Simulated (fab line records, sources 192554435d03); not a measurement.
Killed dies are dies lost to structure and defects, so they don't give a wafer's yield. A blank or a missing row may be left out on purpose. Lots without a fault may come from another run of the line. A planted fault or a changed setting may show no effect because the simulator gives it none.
Chamber matching | flow n5_finfet | N5_PMOS_HMC_CHANNEL_EPI_HM_OPEN_15 on rie_diel-06: 4 sister chambers
The step chemistry CHF3/O2, target SiO2, target depth 40.6 nm, time 20.3 s. 8 wafers are shown with their chamber, then 10 later ones without.

WAFERS WITH THEIR CHAMBER
wafer  | chamber | showerhead_plenum_p_Torr (Torr) | throttle_valve_pct (%)
L078.4 | 1       | 2.52                            | 19.22
L079.4 | 1       | 2.52                            | 19.21
L083.1 | 3       | 2.37                            | 18.93
L083.4 | 2       | 2.31                            | 19.15
L084.5 | 0       | 2.49                            | 19.41
L084.6 | 3       | 2.37                            | 18.94
L088.1 | 0       | 2.48                            | 19.41
L088.2 | 2       | 2.31                            | 19.16

WAFERS WITHOUT THEIR CHAMBER
wafer  | showerhead_plenum_p_Torr (Torr) | throttle_valve_pct (%)
L088.5 | 2.36                            | 18.96
L089.1 | 2.30                            | 19.17
L089.4 | 2.48                            | 19.42
L089.5 | 2.36                            | 18.95
L093.3 | 2.30                            | 19.18
L093.5 | 2.51                            | 19.24
L093.6 | 2.30                            | 19.19
L095.1 | 2.48                            | 19.43
L095.4 | 2.30                            | 19.17
L095.6 | 2.36                            | 18.98

WHICH CHAMBER EACH WENT THROUGH
wafer  | from the rows above | in truth
L088.5 | 3                   | 3
L089.1 | 2                   | 2
L089.4 | 0                   | 0
L089.5 | 3                   | 3
L093.3 | 2                   | 2
L093.5 | 1                   | 1
L093.6 | 2                   | 2
L095.1 | 0                   | 0
L095.4 | 2                   | 2
L095.6 | 3                   | 3
Placed correctly: 10 of 10. Can't be placed from these rows: 0. Placed wrongly: 0.
How it was worked out, from the rows above alone: a wafer's distance from a chamber is the root of the sum, over the readings, of the square of ((its reading less the chamber's mean) divided by the reading's scatter). The wafer belongs to the nearest chamber; if the next one is less than 2 further off, it can't be placed. A chamber's mean is the mean of its shown wafers. The scatter: the root of (the sum of the squares of (reading less its chamber's mean) over the shown wafers, divided by (wafers less chambers)).
